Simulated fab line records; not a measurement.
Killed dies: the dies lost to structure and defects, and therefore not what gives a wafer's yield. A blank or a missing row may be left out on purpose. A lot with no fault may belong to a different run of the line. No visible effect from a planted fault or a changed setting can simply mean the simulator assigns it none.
Matching of chambers | flow n5Finfet | rieDiel-01 running N5_BEOL_M0_SAQP_ETCH_83: 4 sister chambers
The step etches SiARC in CF4, target depth 39 nm, time 65 s. 8 wafers are shown with their chamber, then 10 later ones without.

## WAFERS WITH THEIR CHAMBER
wafer  | chamber | drypumpMotorCurrentA (A) | showerheadPlenumPTorr (Torr)
L078.6 | 3       | 6.6                      | 2.22
L082.4 | 3       | 6.6                      | 2.22
L083.4 | 0       | 5.6                      | 2.18
L091.1 | 0       | 5.5                      | 2.17
L091.5 | 2       | 5.7                      | 2.11
L091.6 | 1       | 6.6                      | 2.05
L092.1 | 1       | 6.6                      | 2.05
L092.3 | 2       | 5.7                      | 2.11

## WAFERS WITH NO CHAMBER GIVEN
wafer  | drypumpMotorCurrentA (A) | showerheadPlenumPTorr (Torr)
L092.4 | 6.6                      | 2.21
L094.2 | 6.6                      | 2.21
L094.4 | 5.6                      | 2.17
L094.5 | 6.6                      | 2.04
L095.3 | 5.7                      | 2.11
L095.5 | 6.6                      | 2.21
L095.6 | 5.7                      | 2.11
L097.1 | 6.6                      | 2.21
L097.5 | 5.5                      | 2.17
L097.6 | 6.6                      | 2.21

## EACH ONE'S CHAMBER
wafer  | from the rows above | in truth
L092.4 | 3                   | 3
L094.2 | 3                   | 3
L094.4 | 0                   | 0
L094.5 | 1                   | 1
L095.3 | 2                   | 2
L095.5 | 3                   | 3
L095.6 | 2                   | 2
L097.1 | 3                   | 3
L097.5 | 0                   | 0
L097.6 | 3                   | 3
Placed correctly: 10 of 10. Left unplaced by these rows: 0. 0 placed wrongly.
How it was worked out, from the rows above alone: a wafer's distance from a chamber is the root of the sum, over the readings, of the square of ((its reading less the chamber's mean) divided by the reading's scatter). The wafer belongs to the nearest chamber; if the next one is less than 2 further off, it can't be placed. The mean given for a chamber averages the wafers shown for that chamber. The scatter is the square root of a quotient: the sum, over the shown wafers, of each reading's squared deviation from its chamber's mean, divided by wafers minus chambers.
